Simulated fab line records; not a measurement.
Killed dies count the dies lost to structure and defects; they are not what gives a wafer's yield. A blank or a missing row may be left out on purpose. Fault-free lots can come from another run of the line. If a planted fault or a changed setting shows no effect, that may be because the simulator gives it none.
Chamber matching -- flow n5 finfet -- rie diel-03 running N5_STI_FIN_REVEAL_STRIP_24: 4 sister chambers
The step strips in N2/H2, time 90 s. 4 wafers are shown with their chamber, then 7 later ones without.

## WAFERS WITH THEIR CHAMBER
wafer,chamber,showerhead plenum p Torr (Torr)
L084.1,3,3.19
L084.4,0,3.39
L088.1,2,3.39
L088.3,1,3.44

## WAFERS WITHOUT THEIR CHAMBER
wafer,showerhead plenum p Torr (Torr)
L088.4,3.18
L093.1,3.18
L093.3,3.43
L093.6,3.39
L095.1,3.43
L095.3,3.38
L095.4,3.37

## CHAMBER TAKEN BY EACH
wafer,from the rows above,in truth
L088.4,3,3
L093.1,3,3
L093.3,1,1
L093.6,can't be placed: 0 or 2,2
L095.1,1,1
L095.3,can't be placed: 0 or 2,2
L095.4,can't be placed: 0 or 2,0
Correctly placed: 4 of 7. Cannot be placed on the basis of these rows: 3; the candidates contain the true chamber in 3. Wrongly placed: 0.
How it was worked out, from the rows above alone: a wafer's distance from a chamber is the root of the sum, over the readings, of the square of ((its reading less the chamber's mean) divided by the reading's scatter). The wafer belongs to the nearest chamber; if the next one is less than 2 further off, it can't be placed. Each chamber's mean is taken over the wafers shown for it. The scatter: with one shown wafer a chamber, the root of the mean of the squares of how far each hidden wafer lies from its nearest shown one.
